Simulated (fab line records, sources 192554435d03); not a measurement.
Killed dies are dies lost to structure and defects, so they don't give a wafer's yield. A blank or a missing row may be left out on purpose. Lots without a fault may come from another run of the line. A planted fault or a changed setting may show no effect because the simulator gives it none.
Chamber matching | flow n5_finfet | N5_BEOL_M3_ETCH_74 on rie_diel-04: 4 sister chambers
The step etches underlayer in N2/H2, target depth 6.5 nm, time 5.2 s. 7 wafers are shown with their chamber, then 9 later ones without.

WAFERS WITH THEIR CHAMBER
wafer  | chamber | showerhead_plenum_p_Torr (Torr) | throttle_valve_pct (%)
L083.3 | 3       | 2.40                            | 18.13
L084.1 | 3       | 2.40                            | 18.13
L084.2 | 2       | 2.72                            | 17.74
L084.3 | 0       | 2.49                            | 17.60
L086.1 | 1       | 2.61                            | 17.52
L086.2 | 2       | 2.71                            | 17.73
L086.4 | 0       | 2.48                            | 17.61

WAFERS WITHOUT THEIR CHAMBER
wafer  | showerhead_plenum_p_Torr (Torr) | throttle_valve_pct (%)
L087.1 | 2.48                            | 17.63
L087.5 | 2.40                            | 18.18
L087.6 | 2.48                            | 17.60
L089.2 | 2.48                            | 17.59
L089.5 | 2.39                            | 18.17
L089.6 | 2.48                            | 17.64
L095.1 | 2.60                            | 17.53
L095.2 | 2.48                            | 17.63
L095.6 | 2.48                            | 17.63

WHICH CHAMBER EACH WENT THROUGH
wafer  | from the rows above | in truth
L087.1 | 0                   | 0
L087.5 | 3                   | 3
L087.6 | 0                   | 0
L089.2 | 0                   | 0
L089.5 | 3                   | 3
L089.6 | 0                   | 0
L095.1 | 1                   | 1
L095.2 | 0                   | 0
L095.6 | 0                   | 0
Placed correctly: 9 of 9. Can't be placed from these rows: 0. Placed wrongly: 0.
How it was worked out, from the rows above alone: a wafer's distance from a chamber is the root of the sum, over the readings, of the square of ((its reading less the chamber's mean) divided by the reading's scatter). The wafer belongs to the nearest chamber; if the next one is less than 2 further off, it can't be placed. A chamber's mean is the mean of its shown wafers. The scatter: the root of (the sum of the squares of (reading less its chamber's mean) over the shown wafers, divided by (wafers less chambers)).
